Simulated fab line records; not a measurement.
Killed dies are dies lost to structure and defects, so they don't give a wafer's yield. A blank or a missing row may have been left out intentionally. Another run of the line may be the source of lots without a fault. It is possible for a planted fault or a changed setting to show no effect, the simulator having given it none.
Struck lot and sound lot, side by side -- flow n5 finfet -- 18 steps out of a route of 1938
Sound: the wafers L844.1, L844.2, L844.6. Struck: wafers L838.1, L838.2, L838.6. Last of all comes the cause.
Each step with rows lists, per side, the tool, then ch with its chambers, then its first start. Under that, the readings that differ: sound wafers -- struck wafers -- difference of the means -- sigmas: that difference in standard deviations of wafers without a fault.
alike: readings whose means differ by less than 2 such deviations, and words and numbers that are the same on both sides. not compared: withheld readings, readings that some wafer has no value for, bounds like >300 that may hide the same value, and numbers for which the record gives no deviation and whose values overlap.
The two part at a step that has a row with sigmas, a row that says differs or no value, or rows on one side only. When numbers do not overlap yet have no deviation, they are printed without sigmas and do not part them. A reading missing from all wafers of one side parts the sides only when that side holds two or more wafers.

first, 9 steps without rows for these wafers: N5_BEOL_M10_DESCUM_16 (chemistry O2, time 7.9 s); N5_BEOL_M10_ETCH_61 (etches SiARC in CF4, target depth 39 nm, time 65 s); N5_BEOL_M10_ETCH_62 (etches SOC in N2/H2, target depth 110 nm, overetch 22 nm, time 165 s); N5_BEOL_M10_STRIP_68 (strips in N2/H2); N5_BEOL_M10_STRIP_67 (strips in CF4); N5_BEOL_M10_HM_OPEN_17 (chemistry Cl2/BCl3, target TiN, target depth 20 nm, overetch 6 nm); N5_BEOL_M10_STRIP_19 (strips in O2); N5_BEOL_M10_COAT_63 (time 60 s, resist thk 100 nm); N5_BEOL_M10_COAT_64 (time 60 s, resist thk 30 nm).
N5_BEOL_M10_COAT_22: resist thk 90 nm.
  sound on litho track-03 ch 0, day 15 19:36; struck on litho track-02 ch 0, day 14 11:07
reading,sound,struck,difference,sigmas
spin speed rpm (rpm),1500.1 1499.7 1500.4,1566.1 1565.0 1566.3,+65.7,+74
model.CAR-ArF_of_BEOL_M10_COAT_22.thk nm (nm),89.8 89.8 89.8,87.8 87.6 87.8,-2.1,
then, 6 steps without rows for these wafers: N5_BEOL_M10_EBR_24; N5_BEOL_M10_SOFTBAKE_23 (time 60 s); N5_BEOL_M10_EXPOSE_25 (exposes mask V9); N5_BEOL_M10_PEB_26 (peb time 60 s); N5_BEOL_M10_DEVELOP_27 (develop time 30 s); N5_BEOL_M10_DESCUM_33 (chemistry O2, time 7.9 s).
N5_BEOL_M10_ETCH_65: etches SiARC in CF4, target depth 39 nm, time 65 s.
  sound on rie diel-05 ch 1,2, day 15 19:58; struck on rie diel-02 ch 0,2,3, day 14 11:36
reading,sound,struck,difference,sigmas
model.CAR-ArF_of_BEOL_M10_COAT_22.thk nm (nm),55.4 55.4 55.4,53.4 53 53.4,-2.1,
  alike: drypump motor current A, etch rf on time s, oes product au, rf fwd power W, rf vpp V, showerhead plenum p Torr, throttle valve pct
  not compared: rf hours counter h
then, 1 step without rows for these wafers: N5_BEOL_M10_ETCH_66 (etches SOC in N2/H2, target depth 120 nm, overetch 24 nm, time 180 s).

## WHERE THEY PART
N5_BEOL_M10_COAT_22 only, going by this record. Later steps at which nothing parts them and some readings are alike: N5_BEOL_M10_ETCH_65.

WHY: what had been put in by the simulator
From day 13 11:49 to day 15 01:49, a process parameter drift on litho track-02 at N5_BEOL_M10_COAT_22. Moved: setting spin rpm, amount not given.
